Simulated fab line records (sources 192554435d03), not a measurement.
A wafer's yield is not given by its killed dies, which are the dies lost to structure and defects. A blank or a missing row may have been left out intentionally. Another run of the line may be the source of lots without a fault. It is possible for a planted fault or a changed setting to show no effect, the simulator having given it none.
Chamber matching / flow n5_finfet / pecvd-03 running N5_BEOL_M3_DEP_57: 3 sister chambers
The step deposits SiCN from 3MS/NH3, target thk 8 nm, time 14 s. 6 wafers are shown with their chamber, then 8 later ones without.

## WAFERS PAIRED WITH THEIR CHAMBERS
wafer=L088.5; chamber=1; throttle_valve_pct (%)=8.4; showerhead_plenum_p_Torr (Torr)=3.629
wafer=L087.5; chamber=0; throttle_valve_pct (%)=10.2; showerhead_plenum_p_Torr (Torr)=3.675
wafer=L087.6; chamber=1; throttle_valve_pct (%)=8.0; showerhead_plenum_p_Torr (Torr)=3.640
wafer=L089.3; chamber=2; throttle_valve_pct (%)=8.7; showerhead_plenum_p_Torr (Torr)=3.646
wafer=L089.5; chamber=2; throttle_valve_pct (%)=8.3; showerhead_plenum_p_Torr (Torr)=3.646
wafer=L090.4; chamber=0; throttle_valve_pct (%)=10.4; showerhead_plenum_p_Torr (Torr)=3.684

## WAFERS WHOSE CHAMBER IS MISSING
wafer=L090.5; throttle_valve_pct (%)=10.4; showerhead_plenum_p_Torr (Torr)=3.677
wafer=L090.6; throttle_valve_pct (%)=8.3; showerhead_plenum_p_Torr (Torr)=3.651
wafer=L091.2; throttle_valve_pct (%)=10.3; showerhead_plenum_p_Torr (Torr)=3.685
wafer=L091.4; throttle_valve_pct (%)=8.6; showerhead_plenum_p_Torr (Torr)=3.653
wafer=L091.6; throttle_valve_pct (%)=10.3; showerhead_plenum_p_Torr (Torr)=3.675
wafer=L095.2; throttle_valve_pct (%)=8.6; showerhead_plenum_p_Torr (Torr)=3.652
wafer=L095.5; throttle_valve_pct (%)=10.2; showerhead_plenum_p_Torr (Torr)=3.683
wafer=L095.6; throttle_valve_pct (%)=8.2; showerhead_plenum_p_Torr (Torr)=3.645

## WHICH CHAMBER EACH WENT THROUGH
wafer=L090.5; from the rows above=0; in truth=0
wafer=L090.6; from the rows above=can't be placed: 2 or 1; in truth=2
wafer=L091.2; from the rows above=0; in truth=0
wafer=L091.4; from the rows above=2; in truth=2
wafer=L091.6; from the rows above=0; in truth=0
wafer=L095.2; from the rows above=2; in truth=2
wafer=L095.5; from the rows above=0; in truth=0
wafer=L095.6; from the rows above=can't be placed: 2 or 1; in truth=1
6 of 8 placed correctly. Not placeable from these rows: 2 (in 2, the candidates include the true chamber). Placed wrongly: 0.
How it was worked out, from the rows above alone: a wafer's distance from a chamber is the root of the sum, over the readings, of the square of ((its reading less the chamber's mean) divided by the reading's scatter). The wafer belongs to the nearest chamber; if the next one is less than 2 further off, it can't be placed. The mean given for a chamber averages the wafers shown for that chamber. The scatter is the square root of a quotient: the sum, over the shown wafers, of each reading's squared deviation from its chamber's mean, divided by wafers minus chambers.
